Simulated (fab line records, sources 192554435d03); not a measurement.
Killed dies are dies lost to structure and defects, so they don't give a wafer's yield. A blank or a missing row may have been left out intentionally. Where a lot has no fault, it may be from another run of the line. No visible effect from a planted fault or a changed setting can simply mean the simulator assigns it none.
Which tool did it? | flow n5Finfet | Sampling: 21 lots, 63 wafers, 6 of 1938 route steps

## WHAT EACH GAUGE READ, for each wafer
The record lacks any reading of a measuring or inspecting step that a usual standard deviation could be used to judge.

## WHICH TOOL RAN EACH LOT (tool, then ch and the chambers of the sampled wafers, then the start)
lot  | N5_HKMG_FIN_STRIP_88                | N5_HKMG_FIN_ETCH_67              | N5_HKMG_FIN_STRIP_90             | N5_HKMG_FIN_STRIP_69                | N5_GATE_CUT_STRIP_42              | N5_GATE_CUT_VAPOR_ETCH_48
L074 | plasmaAsher-02 ch 0,1, day 4 04:04  | rieDiel-05 ch 0,1,3, day 4 04:46 | rieDiel-05 ch 0,1,3, day 4 04:50 | plasmaAsher-02 ch 0,1, day 4 05:15  | rieDiel-02 ch 0,1, day 4 10:50    | rieMetal-02 ch 0,1, day 4 11:10
L075 | plasmaAsher-02 ch 0,1, day 4 11:11  | rieDiel-01 ch 0,3, day 4 11:54   | rieDiel-01 ch 0,3, day 4 11:58   | plasmaAsher-02 ch 0,1, day 4 12:23  | rieDiel-06 ch 0,2,3, day 4 18:53  | rieMetal-01 ch 1, day 4 19:33
L076 | plasmaAsher-02 ch 0,1, day 4 17:20  | rieDiel-01 ch 0,1,2, day 4 18:10 | rieDiel-01 ch 0,1,2, day 4 18:14 | plasmaAsher-02 ch 0,1, day 4 18:32  | rieDiel-04 ch 0,2,3, day 5 00:14  | rieMetal-03 ch 0,1, day 5 00:34
L077 | plasmaAsher-02 ch 0,1, day 5 02:13  | rieDiel-03 ch 0,2,3, day 5 03:01 | rieDiel-03 ch 0,2,3, day 5 03:04 | plasmaAsher-02 ch 0,1, day 5 03:41  | rieDiel-02 ch 0,1,3, day 5 09:28  | rieMetal-03 ch 0,1, day 5 09:48
L078 | plasmaAsher-01 ch 0,1, day 5 03:34  | rieDiel-05 ch 0,1,3, day 5 04:23 | rieDiel-05 ch 0,1,3, day 5 04:27 | plasmaAsher-02 ch 0,1, day 5 04:45  | rieDiel-04 ch 0,1,3, day 5 10:56  | rieMetal-03 ch 0,1, day 5 11:16
L080 | plasmaAsher-01 ch 0,1, day 5 20:50  | rieDiel-03 ch 0,2, day 5 21:40   | rieDiel-03 ch 0,2, day 5 21:43   | plasmaAsher-02 ch 0,1, day 5 22:01  | rieDiel-04 ch 0,1,2, day 6 03:55  | rieMetal-03 ch 0,1, day 6 04:14
L081 | plasmaAsher-01 ch 0,1, day 5 23:31  | rieDiel-03 ch 2,3, day 6 00:20   | rieDiel-03 ch 2,3, day 6 00:24   | plasmaAsher-01 ch 1, day 6 00:42    | rieDiel-04 ch 1,2,3, day 6 06:19  | rieMetal-03 ch 0,1, day 6 06:39
L082 | plasmaAsher-02 ch 0,1, day 6 07:16  | rieDiel-01 ch 0,1, day 6 08:07   | rieDiel-01 ch 0,1, day 6 08:10   | plasmaAsher-02 ch 0,1, day 6 08:28  | rieDiel-04 ch 0,2, day 6 14:02    | rieMetal-01 ch 0, day 6 14:22
L083 | plasmaAsher-01 ch 0,1, day 6 09:16  | rieDiel-03 ch 1,2,3, day 6 09:58 | rieDiel-03 ch 1,2,3, day 6 10:02 | plasmaAsher-01 ch 0,1, day 6 10:27  | rieDiel-06 ch 0,1, day 6 16:22    | rieMetal-02 ch 0,1, day 6 16:43
L085 | plasmaAsher-01 ch 0,1, day 6 23:10  | rieDiel-05 ch 0,2, day 7 00:11   | rieDiel-05 ch 0,2, day 7 00:14   | plasmaAsher-02 ch 0,1, day 7 00:36  | rieDiel-04 ch 0,1, day 7 07:37    | rieMetal-02 ch 0,1, day 7 07:56
L086 | plasmaAsher-01 ch 0,1, day 7 06:19  | rieDiel-01 ch 1,2, day 7 07:10   | rieDiel-01 ch 1,2, day 7 07:13   | plasmaAsher-02 ch 0,1, day 7 07:32  | rieDiel-04 ch 0,1,3, day 7 14:32  | rieMetal-02 ch 0,1, day 7 14:52
L087 | plasmaAsher-02 ch 0,1, day 7 15:26  | rieDiel-03 ch 1,2,3, day 7 16:21 | rieDiel-03 ch 1,2,3, day 7 16:25 | plasmaAsher-01 ch 0,1, day 7 16:52  | rieDiel-02 ch 0,1, day 7 22:44    | rieMetal-01 ch 0,1, day 7 23:04
L088 | plasmaAsher-01 ch 0,1, day 7 17:49  | rieDiel-05 ch 0,1, day 7 18:38   | rieDiel-05 ch 0,1, day 7 18:41   | plasmaAsher-02 ch 0,1, day 7 18:59  | rieDiel-04 ch 0,1,2, day 8 01:16  | rieMetal-01 ch 0,1, day 8 01:35
L090 | plasmaAsher-01 ch 1, day 8 05:46    | rieDiel-01 ch 0,1, day 8 06:35   | rieDiel-01 ch 0,1, day 8 06:39   | plasmaAsher-01 ch 0, day 8 06:57    | rieDiel-04 ch 2,3, day 8 12:40    | rieMetal-02 ch 0,1, day 8 13:00
L091 | plasmaAsher-01 ch 0,1, day 8 11:49  | rieDiel-05 ch 1,3, day 8 12:52   | rieDiel-05 ch 1,3, day 8 12:56   | plasmaAsher-01 ch 0,1, day 8 13:14  | rieDiel-02 ch 0,3, day 8 19:21    | rieMetal-03 ch 0,1, day 8 19:41
L092 | plasmaAsher-01 ch 1, day 8 15:20    | rieDiel-01 ch 0,3, day 8 16:09   | rieDiel-01 ch 0,3, day 8 16:13   | plasmaAsher-02 ch 0,1, day 8 16:31  | rieDiel-06 ch 1,2, day 8 22:47    | rieMetal-03 ch 0,1, day 8 23:07
L093 | plasmaAsher-02 ch 0,1, day 9 00:34  | rieDiel-05 ch 0,1,2, day 9 01:23 | rieDiel-05 ch 0,1,2, day 9 01:27 | plasmaAsher-01 ch 0,1, day 9 01:45  | rieDiel-02 ch 0,1, day 9 07:26    | rieMetal-02 ch 0,1, day 9 07:46
L094 | plasmaAsher-01 ch 0,1, day 9 06:57  | rieDiel-01 ch 0,2,3, day 9 07:39 | rieDiel-01 ch 0,2,3, day 9 07:43 | plasmaAsher-01 ch 0,1, day 9 08:08  | rieDiel-04 ch 1,2,3, day 9 14:04  | rieMetal-02 ch 0, day 9 14:35
L095 | plasmaAsher-01 ch 0,1, day 9 13:57  | rieDiel-03 ch 1,2, day 9 14:53   | rieDiel-03 ch 1,2, day 9 14:56   | plasmaAsher-01 ch 0,1, day 9 15:22  | rieDiel-04 ch 0,3, day 9 21:33    | rieMetal-02 ch 0, day 9 22:04
L096 | plasmaAsher-01 ch 0,1, day 9 18:02  | rieDiel-03 ch 0,1,2, day 9 18:51 | rieDiel-03 ch 0,1,2, day 9 18:55 | plasmaAsher-02 ch 0,1, day 9 19:13  | rieDiel-02 ch 0,1,2, day 10 01:19 | rieMetal-01 ch 0,1, day 10 01:38
L097 | plasmaAsher-02 ch 0,1, day 10 01:38 | rieDiel-05 ch 1,2, day 10 02:24  | rieDiel-05 ch 1,2, day 10 02:28  | plasmaAsher-02 ch 0,1, day 10 03:00 | rieDiel-02 ch 2,3, day 10 08:46   | rieMetal-03 ch 0,1, day 10 09:07
- N5_HKMG_FIN_STRIP_88: strips in N2/H2, time 360 s.
- N5_HKMG_FIN_ETCH_67: etches SOC in N2/H2, stops on TiN, target depth 388.9 nm.
- N5_HKMG_FIN_STRIP_90: strips SOC in N2/H2, time 20 s.
- N5_HKMG_FIN_STRIP_69: strips in N2/H2, time 360 s.
- N5_GATE_CUT_STRIP_42: strips in O2.
- N5_GATE_CUT_VAPOR_ETCH_48: etches TiN in BCl3/Cl2.

## AS READ BY THE TOOLS THEMSELVES (means over the sampled wafers that have a number; for cases with no such wafer, the mark the record gives instead)
N5_HKMG_FIN_STRIP_88.
lot  | tool           | drypumpMotorCurrentA (A) | heaterPowerW (W) | n2FlowSccm (sccm)
L074 | plasmaAsher-02 | 5.83                     | 505              | 1749
L075 | plasmaAsher-02 | 5.85                     | 520              | 1753
L076 | plasmaAsher-02 | 5.73                     | 477              | 1748
L077 | plasmaAsher-02 | 5.73                     | 469              | 1758
L078 | plasmaAsher-01 | 5.99                     | 513              | 1752
L080 | plasmaAsher-01 | 5.98                     | 448              | 1753
L081 | plasmaAsher-01 | 6.00                     | 508              | 1753
L082 | plasmaAsher-02 | 5.87                     | 512              | 1750
L083 | plasmaAsher-01 | 5.99                     | 443              | 1749
L085 | plasmaAsher-01 | 6.00                     | 504              | 1747
L086 | plasmaAsher-01 | 5.99                     | 508              | 1748
L087 | plasmaAsher-02 | 5.73                     | 476              | 1748
L088 | plasmaAsher-01 | 5.98                     | 499              | 1747
L090 | plasmaAsher-01 | 5.93                     | 387              | 1755
L091 | plasmaAsher-01 | 5.98                     | 503              | 1749
L092 | plasmaAsher-01 | 5.94                     | 392              | 1756
L093 | plasmaAsher-02 | 5.83                     | 521              | 1759
L094 | plasmaAsher-01 | 5.98                     | 449              | 1752
L095 | plasmaAsher-01 | 6.01                     | 504              | 1749
L096 | plasmaAsher-01 | 5.98                     | 508              | 1750
L097 | plasmaAsher-02 | 5.72                     | 472              | 1752

N5_HKMG_FIN_ETCH_67.
lot  | tool       | biasW (W) | drypumpMotorCurrentA (A) | n2FlowSccm (sccm) | oesProductAu (a.u.) | rfVppV (V) | showerheadPlenumPTorr (Torr) | throttleValvePct (%)
L074 | rieDiel-05 | 61.01     | 5.1                      | 200.0             | 0.73                | 241.0      | 2.57                         | 17.63
L075 | rieDiel-01 | 60.82     | 5.9                      | 200.4             | 0.70                | 241.9      | 2.60                         | 17.84
L076 | rieDiel-01 | 60.99     | 5.8                      | 200.3             | 0.72                | 241.3      | 2.56                         | 17.77
L077 | rieDiel-03 | 61.20     | 5.4                      | 199.8             | 0.73                | 239.2      | 2.46                         | 17.93
L078 | rieDiel-05 | 61.03     | 5.1                      | 200.1             | 0.72                | 241.6      | 2.57                         | 17.65
L080 | rieDiel-03 | 60.90     | 5.1                      | 200.1             | 0.69                | 238.8      | 2.43                         | 17.86
L081 | rieDiel-03 | 61.08     | 5.3                      | 200.1             | 0.72                | 240.5      | 2.50                         | 17.95
L082 | rieDiel-01 | 61.04     | 5.9                      | 199.5             | 0.72                | 242.3      | 2.63                         | 17.86
L083 | rieDiel-03 | 60.99     | 5.5                      | 200.1             | 0.79                | 239.8      | 2.48                         | 17.71
L085 | rieDiel-05 | 60.95     | 5.6                      | 199.7             | 0.70                | 240.0      | 2.49                         | 17.69
L086 | rieDiel-01 | 61.15     | 5.8                      | 200.2             | 0.79                | 241.9      | 2.66                         | 17.66
L087 | rieDiel-03 | 60.97     | 5.5                      | 199.7             | 0.77                | 239.7      | 2.48                         | 17.73
L088 | rieDiel-05 | 61.34     | 5.3                      | 199.5             | 0.70                | 240.3      | 2.51                         | 17.67
L090 | rieDiel-01 | 61.01     | 6.0                      | 200.3             | 0.70                | 241.9      | 2.63                         | 17.91
L091 | rieDiel-05 | 60.90     | 5.2                      | 200.8             | 0.70                | 240.5      | 2.55                         | 17.80
L092 | rieDiel-01 | 60.94     | 5.9                      | 200.4             | 0.82                | 240.9      | 2.54                         | 17.54
L093 | rieDiel-05 | 60.90     | 5.6                      | 199.6             | 0.69                | 240.2      | 2.48                         | 17.81
L094 | rieDiel-01 | 61.03     | 5.7                      | 199.7             | 0.83                | 241.3      | 2.61                         | 17.52
L095 | rieDiel-03 | 61.10     | 4.9                      | 200.1             | 0.93                | 240.8      | 2.49                         | 17.38
L096 | rieDiel-03 | 60.93     | 5.1                      | 199.8             | 0.89                | 240.1      | 2.55                         | 17.39
L097 | rieDiel-05 | 61.14     | 5.7                      | 199.9             | 0.69                | 239.9      | 2.48                         | 17.93

N5_HKMG_FIN_STRIP_90.
lot  | tool       | drypumpMotorCurrentA (A) | n2FlowSccm (sccm) | oesProductAu (a.u.) | rfVppV (V) | showerheadPlenumPTorr (Torr) | throttleValvePct (%)
L074 | rieDiel-05 | 5.1                      | 299.9             | 0.74                | 54.2       | 3.39                         | 18.6
L075 | rieDiel-01 | 5.9                      | 300.5             | 0.69                | 54.3       | 3.43                         | 19.0
L076 | rieDiel-01 | 5.8                      | 299.1             | 0.73                | 54.2       | 3.38                         | 18.9
L077 | rieDiel-03 | 5.4                      | 299.5             | 0.74                | 53.8       | 3.25                         | 19.2
L078 | rieDiel-05 | 5.2                      | 299.9             | 0.73                | 54.9       | 3.39                         | 18.6
L080 | rieDiel-03 | 5.0                      | 299.3             | 0.69                | 53.5       | 3.22                         | 19.1
L081 | rieDiel-03 | 5.3                      | 300.6             | 0.73                | 53.4       | 3.30                         | 19.2
L082 | rieDiel-01 | 5.9                      | 299.4             | 0.72                | 55.2       | 3.47                         | 19.2
L083 | rieDiel-03 | 5.5                      | 301.2             | 0.81                | 54.8       | 3.28                         | 18.9
L085 | rieDiel-05 | 5.6                      | 300.2             | 0.71                | 53.8       | 3.29                         | 18.7
L086 | rieDiel-01 | 5.8                      | 300.1             | 0.81                | 53.9       | 3.50                         | 18.8
L087 | rieDiel-03 | 5.5                      | 299.5             | 0.79                | 54.0       | 3.27                         | 18.9
L088 | rieDiel-05 | 5.3                      | 299.7             | 0.71                | 54.0       | 3.32                         | 18.5
L090 | rieDiel-01 | 6.0                      | 299.1             | 0.69                | 53.8       | 3.47                         | 19.2
L091 | rieDiel-05 | 5.2                      | 299.1             | 0.72                | 54.9       | 3.37                         | 18.7
L092 | rieDiel-01 | 5.8                      | 299.6             | 0.82                | 54.8       | 3.35                         | 18.7
L093 | rieDiel-05 | 5.6                      | 299.9             | 0.70                | 53.9       | 3.28                         | 18.8
L094 | rieDiel-01 | 5.8                      | 300.8             | 0.82                | 54.8       | 3.44                         | 18.6
L095 | rieDiel-03 | 4.9                      | 299.5             | 0.95                | 54.0       | 3.29                         | 18.6
L096 | rieDiel-03 | 5.1                      | 299.7             | 0.91                | 53.6       | 3.37                         | 18.6
L097 | rieDiel-05 | 5.7                      | 298.6             | 0.70                | 53.7       | 3.27                         | 18.9

N5_HKMG_FIN_STRIP_69.
lot  | tool           | drypumpMotorCurrentA (A) | heaterPowerW (W) | n2FlowSccm (sccm)
L074 | plasmaAsher-02 | 5.76                     | 470              | 1752
L075 | plasmaAsher-02 | 5.85                     | 515              | 1748
L076 | plasmaAsher-02 | 5.84                     | 513              | 1756
L077 | plasmaAsher-02 | 5.75                     | 474              | 1748
L078 | plasmaAsher-02 | 5.75                     | 466              | 1753
L080 | plasmaAsher-02 | 5.73                     | 462              | 1746
L081 | plasmaAsher-01 | 5.95                     | 397              | 1759
L082 | plasmaAsher-02 | 5.84                     | 514              | 1750
L083 | plasmaAsher-01 | 5.97                     | 449              | 1750
L085 | plasmaAsher-02 | 5.84                     | 510              | 1750
L086 | plasmaAsher-02 | 5.85                     | 516              | 1750
L087 | plasmaAsher-01 | 5.97                     | 452              | 1745
L088 | plasmaAsher-02 | 5.82                     | 510              | 1750
L090 | plasmaAsher-01 | 6.01                     | 560              | 1749
L091 | plasmaAsher-01 | 5.97                     | 452              | 1752
L092 | plasmaAsher-02 | 5.85                     | 513              | 1743
L093 | plasmaAsher-01 | 5.99                     | 505              | 1751
L094 | plasmaAsher-01 | 5.99                     | 509              | 1755
L095 | plasmaAsher-01 | 6.00                     | 507              | 1750
L096 | plasmaAsher-02 | 5.74                     | 466              | 1749
L097 | plasmaAsher-02 | 5.85                     | 515              | 1754

N5_GATE_CUT_STRIP_42.
lot  | tool       | drypumpMotorCurrentA (A) | oesProductAu (a.u.) | rfVppV (V) | showerheadPlenumPTorr (Torr) | throttleValvePct (%)
L074 | rieDiel-02 | 5.5                      | 0.71                | 3.5        | 2.16                         | 16.55
L075 | rieDiel-06 | 5.8                      | 0.82                | 3.3        | 2.09                         | 16.72
L076 | rieDiel-04 | 5.3                      | 0.74                | 4.4        | 2.12                         | 16.65
L077 | rieDiel-02 | 6.0                      | 0.71                | 3.7        | 2.13                         | 16.58
L078 | rieDiel-04 | 5.8                      | 0.74                | 3.8        | 2.11                         | 16.52
L080 | rieDiel-04 | 5.5                      | 0.75                | 3.8        | 2.17                         | 16.53
L081 | rieDiel-04 | 5.6                      | 0.72                | 3.7        | 2.11                         | 16.58
L082 | rieDiel-04 | 5.0                      | 0.74                | 3.7        | 2.18                         | 16.66
L083 | rieDiel-06 | 5.7                      | 0.78                | 3.9        | 2.17                         | 16.71
L085 | rieDiel-04 | 5.6                      | 0.75                | 3.1        | 2.16                         | 16.52
L086 | rieDiel-04 | 5.8                      | 0.72                | 3.9        | 2.10                         | 16.56
L087 | rieDiel-02 | 6.0                      | 0.88                | 3.3        | 2.16                         | 16.37
L088 | rieDiel-04 | 5.5                      | 0.74                | 3.7        | 2.17                         | 16.56
L090 | rieDiel-04 | 5.2                      | 0.71                | 3.3        | 2.11                         | 16.73
L091 | rieDiel-02 | 6.5                      | 0.79                | 4.0        | 2.08                         | 16.46
L092 | rieDiel-06 | 5.9                      | 0.86                | 3.7        | 2.05                         | 16.45
L093 | rieDiel-02 | 6.0                      | 0.87                | 3.9        | 2.16                         | 16.40
L094 | rieDiel-04 | 5.7                      | 0.70                | 3.7        | 2.10                         | 16.61
L095 | rieDiel-04 | 5.5                      | 0.72                | 3.5        | 2.10                         | 16.70
L096 | rieDiel-02 | 5.9                      | 0.78                | 4.0        | 2.11                         | 16.58
L097 | rieDiel-02 | 6.4                      | 0.72                | 3.8        | 2.03                         | 16.77

N5_GATE_CUT_VAPOR_ETCH_48.
lot  | tool        | drypumpMotorCurrentA (A) | heBacksideLeakSccm (sccm) | oesProductAu (a.u.)
L074 | rieMetal-02 | 5.3                      | 3.2                       | 0.62
L075 | rieMetal-01 | 5.6                      | 3.6                       | 1.01
L076 | rieMetal-03 | 5.8                      | 3.3                       | 0.80
L077 | rieMetal-03 | 5.8                      | 3.5                       | 0.77
L078 | rieMetal-03 | 5.7                      | 3.4                       | 0.77
L080 | rieMetal-03 | 5.8                      | 3.4                       | 0.79
L081 | rieMetal-03 | 5.8                      | 3.5                       | 0.76
L082 | rieMetal-01 | 5.5                      | 3.4                       | 0.95
L083 | rieMetal-02 | 5.1                      | 3.2                       | 0.62
L085 | rieMetal-02 | 5.3                      | 3.4                       | 0.62
L086 | rieMetal-02 | 5.2                      | 3.3                       | 0.62
L087 | rieMetal-01 | 5.6                      | 3.3                       | 0.95
L088 | rieMetal-01 | 5.5                      | 3.4                       | 0.94
L090 | rieMetal-02 | 5.1                      | 3.3                       | 0.61
L091 | rieMetal-03 | 5.7                      | 3.4                       | 0.74
L092 | rieMetal-03 | 5.8                      | 3.4                       | 0.75
L093 | rieMetal-02 | 5.3                      | 3.2                       | 0.60
L094 | rieMetal-02 | 4.9                      | 3.3                       | 0.61
L095 | rieMetal-02 | 4.9                      | 3.2                       | 0.61
L096 | rieMetal-01 | 5.5                      | 3.2                       | 0.90
L097 | rieMetal-03 | 5.8                      | 3.3                       | 0.76

## THE ANSWER, worked out from the rows above alone
Rule: usual is defined by the lots themselves. The widest of any qualifying gaps counts: lots, ordered by their means at a reading, are off when they make up no more than a third of the lots, leave a main group of 4 or more, and stand apart from it by 3 or more times the standard deviation of that group's means. If all means in a main group match to the digits the tables above print for the reading, that group is not used. A lot without any number at a reading at which 4 lots or more have one is off too. All remaining lots with rows at the step are treated as sound. Order of review: gauges by route order, followed by the tools' own readings, for which a lot's mean as printed above is used. The first step at which some lot is off is used, and at that step the reading that is off furthest; a lot without a number counts as furthest.
None of the lots is off at any reading shown; this tells nothing.

## WHAT THE SIMULATOR PUT IN
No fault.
